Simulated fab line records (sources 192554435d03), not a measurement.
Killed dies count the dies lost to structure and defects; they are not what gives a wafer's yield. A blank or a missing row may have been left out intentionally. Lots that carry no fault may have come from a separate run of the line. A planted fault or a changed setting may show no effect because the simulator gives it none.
Which tool is to blame?	flow n5Finfet	Sampling: 12 lots, 36 wafers, 4 of 1938 route steps

== WHAT THE GAUGES READ, wafer by wafer ==
N5_PMOS_HMC_CHANNEL_EPI_THK_MEAS_22.
lot	measured	on	HMC_CMP_THK (nm)
L075	day 2 02:31	filmMetro-01	55.0 53.2 54.3
L077	day 2 14:27	filmMetro-01	54.3 54.1 53.9
L079	day 3 01:52	filmMetro-02	54.8 51.6 54.6
L081	day 3 13:47	filmMetro-01	52.4 53.3 53.5
L083	day 4 02:18	filmMetro-02	55.4 52.3 55.5
L085	day 4 13:57	filmMetro-01	51.7 54.0 51.9
L087	day 5 01:38	filmMetro-01	54.1 53.9 54.0
L089	day 5 14:16	filmMetro-02	53.6 52.6 53.9
L091	day 6 02:31	filmMetro-02	54.6 51.4 51.2
L093	day 6 14:04	filmMetro-02	53.9 51.3 54.1
L095	day 7 01:24	filmMetro-01	52.3 52.7 52.5
L097	day 7 13:46	filmMetro-01	52.1 55.4 52.0

== WHAT TOOL EACH LOT RAN ON (gives the tool, then ch and the chambers of the sampled wafers, and finally the start) ==
lot	N5_ZERO_LAYER_PECVD_02	N5_ZERO_LAYER_ETCH_17	N5_PMOS_HMC_CHANNEL_EPI_HM_OPEN_15
L075	pecvd-04 ch 0,1,2, day 1 18:17	rieDiel-02 ch 0,3, day 1 18:50	rieDiel-02 ch 0,2,3, day 1 23:41
L077	pecvd-02 ch 0,1,2, day 2 06:18	rieDiel-03 ch 0,2,3, day 2 06:44	rieDiel-03 ch 1,2, day 2 11:52
L079	pecvd-02 ch 0,1,2, day 2 18:18	rieDiel-06 ch 1,2, day 2 18:44	rieDiel-03 ch 2,3, day 2 23:40
L081	pecvd-02 ch 0,2, day 3 06:17	rieDiel-02 ch 0,1,2, day 3 06:50	rieDiel-03 ch 1,2, day 3 11:10
L083	pecvd-03 ch 0,1,2, day 3 18:17	rieDiel-06 ch 0,3, day 3 18:43	rieDiel-06 ch 0,2,3, day 3 23:56
L085	pecvd-03 ch 0,2, day 4 06:17	rieDiel-03 ch 1,2,3, day 4 06:50	rieDiel-06 ch 0,1,3, day 4 11:46
L087	pecvd-03 ch 1,2, day 4 18:17	rieDiel-02 ch 0,1,3, day 4 18:52	rieDiel-06 ch 1,2,3, day 4 23:27
L089	pecvd-02 ch 0,1,2, day 5 06:17	rieDiel-03 ch 0,1,3, day 5 06:50	rieDiel-03 ch 0,2, day 5 11:32
L091	pecvd-02 ch 0,1, day 5 18:17	rieDiel-06 ch 0,1, day 5 18:51	rieDiel-03 ch 0,2, day 6 00:18
L093	pecvd-03 ch 0,1,2, day 6 06:17	rieDiel-06 ch 2,3, day 6 06:50	rieDiel-03 ch 1,3, day 6 11:53
L095	pecvd-02 ch 0,1,2, day 6 18:17	rieDiel-03 ch 1,2,3, day 6 18:43	rieDiel-03 ch 0,1,2, day 6 23:08
L097	pecvd-03 ch 0,2, day 7 06:17	rieDiel-02 ch 0,1, day 7 06:43	rieDiel-03 ch 1,3, day 7 11:35
- N5_ZERO_LAYER_PECVD_02: deposits SiO2 from SiH4/N2O, target thk 10 nm, time 6 s.
- N5_ZERO_LAYER_ETCH_17: etches SiO2 in CF4, target depth 12 nm, time 13.3 s.
- N5_PMOS_HMC_CHANNEL_EPI_HM_OPEN_15: chemistry CHF3/O2, target SiO2, target depth 40.6 nm, time 20.3 s.

== THE ANSWER, worked out from the rows above alone ==
Rule: the usual values come from the lots themselves. The widest of any qualifying gaps counts: lots, ordered by their means at a reading, are off when they make up no more than a third of the lots, leave a main group of 4 or more, and stand apart from it by 3 or more times the standard deviation of that group's means. The tables above print the reading to a certain number of digits; a main group whose means all agree to those digits is not used. Also off: a lot with no number at a reading for which 4 or more lots have one. Where the step has rows for the other lots, those lots are counted as sound.
None of the lots is off at any reading shown; this tells nothing.

== WHAT THE SIMULATOR HAD PUT IN ==
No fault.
